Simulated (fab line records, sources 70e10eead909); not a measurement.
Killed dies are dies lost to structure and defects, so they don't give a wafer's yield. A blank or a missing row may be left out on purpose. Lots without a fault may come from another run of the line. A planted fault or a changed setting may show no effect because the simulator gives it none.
Chamber matching | flow nand_harc | NHARC_P_CONTACT_ETCH_31 on rie_diel-12: 4 sister chambers
The step etches the open film in CH3F/O2, target depth 30 nm, time 85.7 s. 4 wafers are shown with their chamber, then 7 later ones without.

WAFERS WITH THEIR CHAMBER
wafer  | chamber | showerhead_plenum_p_Torr (Torr)
L251.4 | 0       | 2.51
L256.5 | 1       | 2.54
L269.3 | 3       | 2.41
L269.4 | 2       | 2.37

WAFERS WITHOUT THEIR CHAMBER
wafer  | showerhead_plenum_p_Torr (Torr)
L269.5 | 2.41
L270.2 | 2.37
L270.4 | 2.53
L270.6 | 2.41
L271.1 | 2.53
L271.3 | 2.50
L271.6 | 2.41

WHICH CHAMBER EACH WENT THROUGH
wafer  | from the rows above     | in truth
L269.5 | 3                       | 3
L270.2 | 2                       | 2
L270.4 | can't be placed: 1 or 0 | 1
L270.6 | 3                       | 3
L271.1 | can't be placed: 1 or 0 | 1
L271.3 | 0                       | 0
L271.6 | 3                       | 3
Placed correctly: 5 of 7. Can't be placed from these rows: 2 (the true chamber is among the candidates in 2). Placed wrongly: 0.
How it was worked out, from the rows above alone: a wafer's distance from a chamber is the root of the sum, over the readings, of the square of ((its reading less the chamber's mean) divided by the reading's scatter). The wafer belongs to the nearest chamber; if the next one is less than 2 further off, it can't be placed. A chamber's mean is the mean of its shown wafers. The scatter: with one shown wafer a chamber, the root of the mean of the squares of how far each hidden wafer lies from its nearest shown one.
